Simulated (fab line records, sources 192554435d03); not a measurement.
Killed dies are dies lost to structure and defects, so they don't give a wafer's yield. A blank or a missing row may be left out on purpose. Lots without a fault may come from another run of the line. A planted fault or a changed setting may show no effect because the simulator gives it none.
fab line records | flow n5_finfet
record lots=12 wafers=33 last_day=17
route steps=1938 shown BEOL_M4@1103 BEOL_M5@1117
lots that met no fault: from a run of the same line without faults
start_h: hours from the record's first day to the start of the lot's first wafer shown | wait_h: hours since the lot's step before | " the same as in the row above | L1.1+2: a row that stands for several wafers | - no value, or no start given | * or withheld: withheld | < > ~ a bound
route shown NAME@n: a module of which the file shows steps, and the number in the route of the first | usual: mean/standard deviation of fault-free wafers | same: alike in all rows | chamber/n: place in a boat | sites: the reading at each site | _std_site: their standard deviation | _edge_site: outer sites' mean less inner sites' | radius_mm: how far each site lies from the wafer's centre | mask NAME#n: copy n | behind: the tool/chamber that last shaped the wafer | hold: why the lot was held/for how many hours/how that ended | device: the transistor (n, p or np) that didn't switch | end of line: the same wafers' tests at the end of the route | a step without rows: its recipe alone | killed: dies lost to structure and defects at the first sort, not the wafer's yield | map: a wafer's dies, x killed, . not, _ none there
set.NAME: the setting as run; set.NAME@STEP: as run at that earlier step | model.NAME: the simulator's own value behind a step, which no gauge read
steps of the route over a sample of lots; a table a step, a row a wafer
services: from which hour (start_h, from the record's first day; less than 0 if before it) a tool's chamber was out of use, for how many hours, and why
## steps
# step N5_BEOL_M4_CMP_52
# recipe stop_on=SiOC t_overpolish_s=6.8 down_force_psi=1 platen_rpm=50 clearing_platen_down_force_psi=1.5 clearing_platen_rpm=50 post_cmp_clean=cu_alkaline target_thk_nm=40 clearing_platen_pad_velocity_m_s=0.99484 pad_velocity_m_s=0.99484
# usual barrier_field_endpoint_s=24.1/0.66 clearing_platen_rpm=50.001/0.024 motor_current_A=6.1/0.64 overpolish_run_s=6.800/0.0091 time_to_endpoint_s=61.2/2.7
# columns lot.wafer tool chamber start_h wait_h barrier_field_endpoint_s clearing_platen_rpm motor_current_A overpolish_run_s time_to_endpoint_s
L201.3 cmp-04 3 173.77 0.2 24.5 50.022 5.6 6.807 65.8
L201.5 " 0 " " 25.2 50.047 6.0 6.808 63.1
L202.3 cmp-01 2 176.10 0.2 24.1 50.015 5.3 6.807 62.2
L202.1 " 3 " " 23.7 49.995 5.4 6.803 57.2
L202.5 " 2 " " 23.7 50.020 5.7 6.803 60.2
L203.4 cmp-04 3 195.81 0.2 24.0 50.034 5.7 6.784 62.5
L203.2 " 0 " " 24.9 50.002 6.3 6.811 63.9
L203.5 " 1 " " 24.9 50.015 7.2 6.795 67.1
L205.4 cmp-04 1 199.84 1.4 25.5 50.016 7.3 6.813 67.7
L205.6 " 0 " " 24.3 50.011 6.2 6.796 61.4
L205.5 " 1 " " 25.2 50.002 7.1 6.814 67.4
L204.1 cmp-01 1 202.27 0.3 23.5 50.024 6.5 6.809 59.2
L204.4 " 3 " " 23.5 49.995 5.4 6.829 60.1
L204.5 " 1 " " 23.5 50.028 7.0 6.806 60.4
L208.2 cmp-01 1 210.83 0.2 22.9 49.988 6.9 6.802 59.2
L208.5 " 0 " " 24.0 49.984 6.8 6.796 57.5
L214.3 cmp-04 3 245.61 0.2 24.0 49.989 5.8 6.808 61.1
L214.1 " 0 " " 23.2 49.979 5.9 6.814 59.3
L214.2 " 2 " " 23.5 50.052 5.7 6.799 61.6
L217.3 cmp-01 2 275.62 0.3 23.5 49.954 5.6 6.797 60.9
L217.6 " 3 " " 22.7 49.970 5.2 6.793 59.8
L217.5 " 0 " " 23.7 49.975 6.8 6.801 55.4
L216.2 cmp-01 3 276.09 0.2 23.5 49.970 5.5 6.798 60.4
L216.1 " 1 " " 23.9 49.989 6.7 6.794 59.1
L216.5 " 3 " " 24.5 50.000 5.1 6.797 58.0
L218.3 cmp-04 0 282.19 0.2 24.2 49.985 6.2 6.783 58.2
L218.1 " 1 " " 24.2 50.045 7.3 6.796 62.3
L218.5 " 0 " " 23.7 49.984 6.4 6.806 59.8
L220.3 cmp-02 2 289.55 0.2 24.5 50.012 6.1 6.816 59.3
L220.4 " 3 " " 24.5 50.022 5.5 6.793 61.6
L220.1 " 0 " " 24.6 49.992 5.2 6.798 62.0
L221.4 cmp-01 3 302.87 0.1 25.3 50.010 5.5 6.787 63.2
L221.1 " 0 " " 24.3 49.956 7.1 6.793 58.9
# step N5_BEOL_M4_CO_CAP_55
# recipe material=Co target_thk_a=20 temp_c=200 precursor=CCTBA/H2 pressure_torr=30 time_s=102.1
# usual heater_power_w=237/20
# columns lot.wafer tool chamber start_h wait_h heater_power_w
L201.3 cvd_co-01 0 174.14 0.0 220
L201.5 " 1 " " 272
L202.1 cvd_co-01 1 176.47 0.0 272
L202.3 " 0 " " 226
L202.5 " 2 " " 231
L203.2 cvd_co-02 0 196.11 0.0 218
L203.4 " 2 " " 216
L203.5 " 1 " " 261
L205.4 cvd_co-02 2 200.42 0.0 221
L205.5 " 1 " " 257
L205.6 " 0 " " 217
L204.1 cvd_co-02 1 202.60 0.0 259
L204.4 " 0 " " 221
L204.5 " 1 " " 263
L208.2 cvd_co-02 1 211.16 0.0 263
L208.5 " 1 " " 257
L214.1 cvd_co-02 0 245.98 0.0 216
L214.2 " 1 " " 259
L214.3 " 2 " " 222
L217.3 cvd_co-02 2 275.88 0.0 217
L217.5 " 2 " " 209
L217.6 " 0 " " 223
L216.1 cvd_co-02 1 276.59 0.0 255
L216.2 " 2 " " 220
L216.5 " 2 " " 225
L218.1 cvd_co-02 2 282.56 0.0 222
L218.3 " 1 " " 254
L218.5 " 2 " " 218
L220.1 cvd_co-02 2 290.27 0.0 227
L220.3 " 1 " " 256
L220.4 " 2 " " 209
L221.1 cvd_co-01 2 303.24 0.0 240
L221.4 " 2 " " 237
# step N5_BEOL_M5_COAT_59
# recipe resist=SOC temp_c=250 time_s=60 spin_rpm=1500 resist_thk_nm=60
# usual exhaust_pa=45.1/0.84 heater_power_total_W=500.5/1.7 plate_temp_C=249.99/0.18
# columns lot.wafer tool chamber start_h wait_h exhaust_pa heater_power_total_W plate_temp_C
L201.3 litho_track-02 0 176.26 0.1 45.3 498.4 249.78
L201.5 " 0 " " 44.9 502.6 249.75
L202.1 litho_track-01 0 179.36 0.1 46.4 500.4 249.47
L202.3 " 0 " " 43.0 501.8 249.69
L202.5 " 0 " " 44.3 502.8 249.89
L203.2 litho_track-01 0 198.75 0.1 44.4 499.3 249.66
L203.4 " 0 " " 45.1 501.6 249.75
L203.5 " 0 " " 45.2 502.7 250.02
L205.4 litho_track-04 0 202.85 0.1 44.3 503.2 250.24
L205.5 " 0 " " 45.0 499.3 249.88
L205.6 " 0 " " 44.2 499.0 250.08
L204.1 litho_track-01 0 205.41 0.1 45.1 502.6 249.99
L204.4 " 0 " " 45.4 499.3 249.77
L204.5 " 0 " " 45.0 502.5 250.21
L208.2 litho_track-01 0 214.41 0.1 46.0 503.3 249.84
L208.5 " 0 " " 45.6 500.1 250.06
L214.1 litho_track-01 0 248.86 0.1 46.5 519.1 256.81
L214.2 " 0 " " 44.0 518.6 256.58
L214.3 " 0 " " 45.4 515.0 256.66
L217.3 litho_track-02 0 279.08 0.1 44.0 502.0 249.61
L217.5 " 0 " " 45.7 497.4 249.63
L217.6 " 0 " " 44.0 501.2 249.77
L216.1 litho_track-01 0 279.16 0.1 44.8 515.4 256.47
L216.2 " 0 " " 44.4 519.5 256.58
L216.5 " 0 " " 44.2 517.7 256.38
L218.1 litho_track-04 0 284.77 0.1 45.8 502.9 250.35
L218.3 " 0 " " 45.0 499.0 250.24
L218.5 " 0 " " 44.4 501.1 250.15
L220.1 litho_track-02 0 293.05 0.1 45.4 500.6 249.97
L220.3 " 0 " " 44.8 499.8 250.12
L220.4 " 0 " " 45.2 501.1 249.91
L221.1 litho_track-02 0 305.48 0.1 46.4 501.9 250.08
L221.4 " 0 " " 44.7 499.0 250.08
# step N5_BEOL_M5_OVL_MEAS_12
# recipe points_per_wafer=522
# usual M5_OVL=-0.2/0.67
# columns lot.wafer tool chamber start_h wait_h M5_OVL[nm]
L201.3 overlay-02 0 176.57 0.0 -0.6
L201.5 " 0 " " -0.2
L202.1 overlay-02 0 179.66 0.0 0.1
L202.3 " 0 " " 0.3
L202.5 " 0 " " 0.5
L203.2 overlay-01 0 199.05 0.0 -0.1
L203.4 " 0 " " -0.2
L203.5 " 0 " " -0.5
L205.4 overlay-01 0 203.16 0.0 -0.1
L205.5 " 0 " " 0.3
L205.6 " 0 " " -1.1
L204.1 overlay-02 0 205.83 0.0 0.2
L204.4 " 0 " " -0.9
L204.5 " 0 " " -0.5
L208.2 overlay-01 0 214.84 0.0 0.4
L208.5 " 0 " " -0.3
L214.1 overlay-01 0 249.28 0.0 -0.3
L214.2 " 0 " " -0.7
L214.3 " 0 " " -1.0
L217.3 overlay-01 0 279.39 0.0 0.6
L217.5 " 0 " " -0.5
L217.6 " 0 " " 0.9
L216.1 overlay-02 0 279.58 0.0 -1.3
L216.2 " 0 " " -0.3
L216.5 " 0 " " -1.5
L218.1 overlay-02 0 285.19 0.0 -0.3
L218.3 " 0 " " 0.7
L218.5 " 0 " " -0.1
L220.1 overlay-01 0 293.47 0.0 -1.2
L220.3 " 0 " " -0.1
L220.4 " 0 " " -0.1
L221.1 overlay-02 0 305.78 0.0 1.8
L221.4 " 0 " " 0.9
## services
# columns tool chamber start_h hours kind
cvd_co-01 - 171.50 0.3 repair
cmp-01 - 192.70 9.5 pm
cvd_co-01 - 193.43 6.9 pm
cmp-04 - 274.57 4.0 pm
cmp-02 - 275.26 7.0 pm
cmp-04 - 278.57 - consumable_replace:conditioner
cmp-04 - 278.57 - consumable_replace:pad
cvd_co-01 - 281.38 14.6 pm
cmp-02 - 294.54 0.4 repair
## key
first_sign step=N5_BEOL_M5_COAT_59 reading=plate_temp_C direction=up sigmas=37 usual=* struck=*
effect step=N5_BEOL_M5_COAT_59 reading=heater_power_total_W direction=up sigmas=10 usual=* struck=*
met_at N5_BEOL_M5_COAT_59
struck_lots L214,L216
baseline_loss step=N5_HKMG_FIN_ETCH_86 wafers=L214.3
not_acting_at N5_BEOL_M4_CMP_52,N5_BEOL_M4_CO_CAP_55,N5_BEOL_M5_OVL_MEAS_12
onset_between 214.41 248.86
fault kind=process_parameter_drift tool=litho_track-01 chamber=- onset_h=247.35 steps=N5_BEOL_M5_COAT_59 channel=temp_c offset=* shape=step end_h=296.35 acts_in=* stated=*
# baseline_loss: these wafers lose ten dies or more at that step, a loss of the line's own and not of a fault; the sort's usual values leave them out
